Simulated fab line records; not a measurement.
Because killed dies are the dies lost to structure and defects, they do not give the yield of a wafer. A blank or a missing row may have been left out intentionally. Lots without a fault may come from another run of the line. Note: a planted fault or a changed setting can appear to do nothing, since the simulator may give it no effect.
Chamber matching :: flow n5Finfet :: N5_FIN_CUT_ETCH_20 on rieDiel-03: 4 sister chambers
The step etches SiARC in CF4, target depth 26 nm, time 43.3 s. 4 wafers are shown with their chamber, then 7 later ones without.

== WAFERS, EACH WITH ITS CHAMBER ==
wafer: L086.3
chamber: 2
showerheadPlenumPTorr (Torr): 2.14

wafer: L086.4
chamber: 0
showerheadPlenumPTorr (Torr): 2.14

wafer: L092.4
chamber: 1
showerheadPlenumPTorr (Torr): 2.02

wafer: L092.5
chamber: 3
showerheadPlenumPTorr (Torr): 2.14

== WAFERS WITHOUT THEIR CHAMBER ==
wafer: L092.6
showerheadPlenumPTorr (Torr): 2.14

wafer: L093.1
showerheadPlenumPTorr (Torr): 2.14

wafer: L093.2
showerheadPlenumPTorr (Torr): 2.14

wafer: L093.4
showerheadPlenumPTorr (Torr): 2.01

wafer: L097.1
showerheadPlenumPTorr (Torr): 2.14

wafer: L097.5
showerheadPlenumPTorr (Torr): 2.13

wafer: L097.6
showerheadPlenumPTorr (Torr): 2.14

== WHICH CHAMBER EACH ONE RAN IN ==
wafer: L092.6
from the rows above: can't be placed: 0 or 2 or 3
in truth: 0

wafer: L093.1
from the rows above: can't be placed: 0 or 2 or 3
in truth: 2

wafer: L093.2
from the rows above: can't be placed: 0 or 2 or 3
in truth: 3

wafer: L093.4
from the rows above: 1
in truth: 1

wafer: L097.1
from the rows above: can't be placed: 0 or 2 or 3
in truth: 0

wafer: L097.5
from the rows above: can't be placed: 0 or 2 or 3
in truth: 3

wafer: L097.6
from the rows above: can't be placed: 0 or 2 or 3
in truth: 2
1 of 7 placed correctly. Not placeable from these rows: 6 (in 6, the candidates include the true chamber). Number placed wrongly: 0.
How it was worked out, from the rows above alone: a wafer's distance from a chamber is the root of the sum, over the readings, of the square of ((its reading less the chamber's mean) divided by the reading's scatter). If the next closest chamber is less than 2 further off than the closest, the wafer can't be placed; otherwise it belongs to the closest. Each chamber's mean is taken over the wafers shown for it. The scatter: root of mean squared gap, hidden wafer to nearest shown wafer, with one shown wafer a chamber.
